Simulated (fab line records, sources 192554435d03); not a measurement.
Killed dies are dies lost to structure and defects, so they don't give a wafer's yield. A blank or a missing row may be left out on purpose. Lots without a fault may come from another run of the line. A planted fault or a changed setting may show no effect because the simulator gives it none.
A struck lot beside a sound one | flow n5_finfet | 36 steps out of a route of 1938
Sound: wafers L450.1, L450.4, L450.6. Struck: wafers L445.3, L445.5. (L445.1 of the same lot was not struck and is left out.) The cause comes at the end.
At each step with rows: each side's tool, then ch and its chambers, then its first start. Under that, the readings that differ: sound wafers | struck wafers | difference of the means | sigmas: that difference in standard deviations of wafers without a fault.
alike: readings whose means differ by less than 2 such deviations, and words and numbers that are the same on both sides. not compared: withheld readings, readings that some wafer has no value for, bounds like >300 that may hide the same value, and numbers for which the record gives no deviation and whose values overlap.
The two part at a step that has a row with sigmas, a row that says differs or no value, or rows on one side only. Numbers that don't overlap but have no deviation are shown without sigmas and don't part them. A reading that every wafer of one side lacks parts them only if that side has two wafers or more.

first, 9 steps without rows for these wafers: N5_WELL_APT_DESCUM_30 (chemistry O2, time 7.9 s); N5_WELL_APT_IMPLANT_31; N5_WELL_APT_IMPLANT_32; N5_WELL_APT_STRIP_33 (strips in SPM, time 900 s); N5_WELL_APT_RTA_34 (time 10 s); N5_WELL_APT_OXIDE_STRIP_42 (strips SiO2 in dHF, time 45 s, target depth 12 nm); N5_WELL_APT_PRECLEAN_36 (cleans in O3/DIW, time 45 s); N5_WELL_APT_PRECLEAN_39 (cleans in dHF, time 60 s); N5_WELL_APT_SRD_37 (time 30 s).
N5_WELL_APT_EPI_41: deposits Si from SiH4/H2, target thk 50 nm, time 297.7 s.
  sound on epi_rpcvd-02 ch 0, day 7 04:06; struck on epi_rpcvd-04 ch 0, day 5 22:07
  reading                                 | sound             | struck      | difference | sigmas
  run_length_s (s)                        | 356 356 356       | 305 305     | -51        | -17
  model.Si_of_WELL_APT_EPI_41.thk_nm (nm) | 50.68 49.99 49.89 | 41.89 41.91 | -8.29      |
  alike: throttle_valve_pct
then, 24 steps without rows for these wafers: N5_PMOS_HMC_CHANNEL_EPI_HM_DEP_34 (deposits SiO2 from TEOS/O2, target thk 36 nm, time 6.9 s); N5_PMOS_HMC_CHANNEL_EPI_COAT_31 (time 60 s, resist thk 66 nm); N5_PMOS_HMC_CHANNEL_EPI_COAT_03 (resist thk 205 nm); N5_PMOS_HMC_CHANNEL_EPI_EBR_05; N5_PMOS_HMC_CHANNEL_EPI_SOFTBAKE_04 (time 60 s); N5_PMOS_HMC_CHANNEL_EPI_EXPOSE_06 (exposes mask PMOS HMC BLK, target cd 240 nm); N5_PMOS_HMC_CHANNEL_EPI_PEB_07 (peb time 60 s); N5_PMOS_HMC_CHANNEL_EPI_DEVELOP_08 (develop time 30 s); N5_PMOS_HMC_CHANNEL_EPI_DESCUM_14 (chemistry O2, time 7.9 s); N5_PMOS_HMC_CHANNEL_EPI_ETCH_32 (etches BARC in N2/H2, stops on SiO2, target depth 85.8 nm, time 50.3 s); N5_PMOS_HMC_CHANNEL_EPI_HM_OPEN_15 (chemistry CHF3/O2, target SiO2, target depth 40.6 nm, time 20.3 s); N5_PMOS_HMC_CHANNEL_EPI_STRIP_33 (strips in N2/H2); N5_PMOS_HMC_CHANNEL_EPI_STRIP_17 (strips in SPM, time 750 s); N5_PMOS_HMC_CHANNEL_EPI_ETCH_38 (etches SiO2 in CF4, target depth 1.5 nm); N5_PMOS_HMC_CHANNEL_EPI_FIN_RECESS_16 (chemistry HBr/Cl2, target Si, target depth 54 nm, time 18 s); N5_PMOS_HMC_CHANNEL_EPI_PRECLEAN_36 (cleans in O3/DIW, time 45 s); N5_PMOS_HMC_CHANNEL_EPI_PRECLEAN_18 (cleans in DHF, time 30 s); N5_PMOS_HMC_CHANNEL_EPI_SRD_19 (time 30 s); N5_PMOS_HMC_CHANNEL_EPI_EPI_20 (deposits SiGe30, target thk 59 nm); N5_PMOS_HMC_CHANNEL_EPI_HM_STRIP_35 (strips SiO2 in dHF, material SiO2, target depth 39.6 nm, time 216 s); N5_PMOS_HMC_CHANNEL_EPI_SRD_39 (time 30 s); N5_PMOS_HMC_CHANNEL_EPI_CMP_21 (polishes SiGe30, target thk 54 nm); N5_PMOS_HMC_CHANNEL_EPI_PRECLEAN_40 (cleans in DHF, time 30 s); N5_PMOS_HMC_CHANNEL_EPI_PRECLEAN_37 (cleans in O3/DIW, time 45 s).
N5_SD_EPI_N_STRIP_18: strips in SPM, time 750 s.
  sound on wet_bench-01 ch 4,5,7, day 8 12:47; struck on wet_bench-01 ch 1,4, day 7 07:54
  reading                                 | sound       | struck  | difference | sigmas
  model.Si_of_WELL_APT_EPI_41.thk_nm (nm) | 9.6 7.6 7.6 | 4.6 4.6 | -3.7       |
-- the record jumps here: 5 days lie between the struck wafers' starts before and after (it left off in module SD_EPI_N and takes up again in module BEOL_M4, whose first step shown is number 1111 of the route) --
N5_BEOL_M4_RC_MEAS_101:
  sound on prober-01 ch 0, day 13 21:15; struck on prober-01 ch 0, day 12 16:10
  reading           | sound                | struck        | difference | sigmas
  CJ_N              | 4.29 4.49 4.43       | 4.92 4.90     | +0.51      | +6
  CJ_P              | 5.88 5.92 5.61       | 4.92 4.74     | -0.97      | -5
  DIBL_P (mV/V)     | 40.0 39.3 38.2       | 32.7 33.6     | -6.0       | -3
  IOFF_N (nA/um)    | 0.21 0.26 0.20       | 0.11 0.12     | -0.11      | -3
  IOFF_P (nA/um)    | 0.28 0.27 0.26       | 0.16 0.18     | -0.10      | -3
  ION_N (uA/um)     | 689 668 683          | 647 654       | -30        | -2
  RS_PWELL (ohm/sq) | 3008 3056 3016       | 3123 3119     | +94        | +4
  SS_P (mV/dec)     | 74.9 74.5 73.5       | 72.3 72.3     | -2.0       | -3
  VT_N (mV)         | 245 246 247          | 257 251       | +8         | +2
  VT_P (mV)         | -244.4 -246.3 -247.0 | -256.4 -251.6 | -8.1       | -3
  alike: DIBL_N, ION_P, SS_N

WHERE THEY PART
First at N5_WELL_APT_EPI_41; last, within this record, at N5_BEOL_M4_RC_MEAS_101.

WHY: what the simulator had put in
Process parameter drift: epi_rpcvd-04, from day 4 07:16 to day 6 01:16, at N5_WELL_APT_EPI_41. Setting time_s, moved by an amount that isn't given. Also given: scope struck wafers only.
